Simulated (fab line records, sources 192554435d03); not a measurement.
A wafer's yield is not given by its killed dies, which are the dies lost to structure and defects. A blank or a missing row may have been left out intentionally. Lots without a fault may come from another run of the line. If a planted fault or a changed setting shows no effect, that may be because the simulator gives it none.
Matching of chambers | flow n5-finfet | N5_MOL_CONTACT_COAG_ETCH_105 on rie-diel-01 has 4 sister chambers
The step etches SiARC in CF4, target depth 15.6 nm, time 26 s. 4 wafers are shown with their chamber, then 7 later ones without.

WAFERS PAIRED WITH THEIR CHAMBERS
wafer  | chamber | throttle-valve-pct (%)
L076.1 | 2       | 15.78
L080.5 | 0       | 15.87
L080.6 | 3       | 15.50
L087.4 | 1       | 15.83

WAFERS WITH NO CHAMBER GIVEN
wafer  | throttle-valve-pct (%)
L087.6 | 15.91
L089.4 | 15.55
L089.5 | 15.93
L089.6 | 15.83
L090.3 | 15.95
L090.5 | 15.36
L090.6 | 15.84

EACH ONE'S CHAMBER
wafer  | from the rows above          | in truth
L087.6 | can't be placed: 0 or 1 or 2 | 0
L089.4 | 3                            | 3
L089.5 | can't be placed: 0 or 1 or 2 | 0
L089.6 | can't be placed: 1 or 0 or 2 | 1
L090.3 | can't be placed: 0 or 1 or 2 | 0
L090.5 | 3                            | 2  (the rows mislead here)
L090.6 | can't be placed: 1 or 0 or 2 | 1
Correctly placed: 1 of 7. These rows do not allow placing 5 (true chamber among the candidates in 5). Placed wrongly: 1.
How it was worked out, from the rows above alone: a wafer's distance from a chamber is the root of the sum, over the readings, of the square of ((its reading less the chamber's mean) divided by the reading's scatter). The wafer belongs to the nearest chamber; if the next one is less than 2 further off, it can't be placed. A chamber's mean is the mean of its shown wafers. The scatter: root of mean squared gap, hidden wafer to nearest shown wafer, with one shown wafer a chamber.
